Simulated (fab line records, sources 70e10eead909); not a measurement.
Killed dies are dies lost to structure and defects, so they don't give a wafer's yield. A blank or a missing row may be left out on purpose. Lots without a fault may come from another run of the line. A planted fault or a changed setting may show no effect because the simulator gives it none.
Chamber matching | flow nand_harc | NHARC_P_M0_DEP_32 on pecvd-04: 3 sister chambers
The step deposits SiCN, target thk 30 nm. 3 wafers are shown with their chamber, then 7 later ones without.

WAFERS WITH THEIR CHAMBER
wafer  | chamber | heater_power_w (W)
L089.1 | 1       | 684
L092.1 | 2       | 521
L092.3 | 0       | 610

WAFERS WITHOUT THEIR CHAMBER
wafer  | heater_power_w (W)
L092.4 | 653
L094.1 | 535
L094.2 | 639
L094.4 | 632
L096.2 | 539
L096.5 | 596
L096.6 | 537

WHICH CHAMBER EACH WENT THROUGH
wafer  | from the rows above     | in truth
L092.4 | can't be placed: 1 or 0 | 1
L094.1 | 2                       | 2
L094.2 | can't be placed: 0 or 1 | 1
L094.4 | can't be placed: 0 or 1 | 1
L096.2 | 2                       | 2
L096.5 | 0                       | 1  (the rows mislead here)
L096.6 | 2                       | 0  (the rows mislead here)
Placed correctly: 2 of 7. Can't be placed from these rows: 3 (the true chamber is among the candidates in 3). Placed wrongly: 2.
How it was worked out, from the rows above alone: a wafer's distance from a chamber is the root of the sum, over the readings, of the square of ((its reading less the chamber's mean) divided by the reading's scatter). The wafer belongs to the nearest chamber; if the next one is less than 2 further off, it can't be placed. A chamber's mean is the mean of its shown wafers. The scatter: with one shown wafer a chamber, the root of the mean of the squares of how far each hidden wafer lies from its nearest shown one.
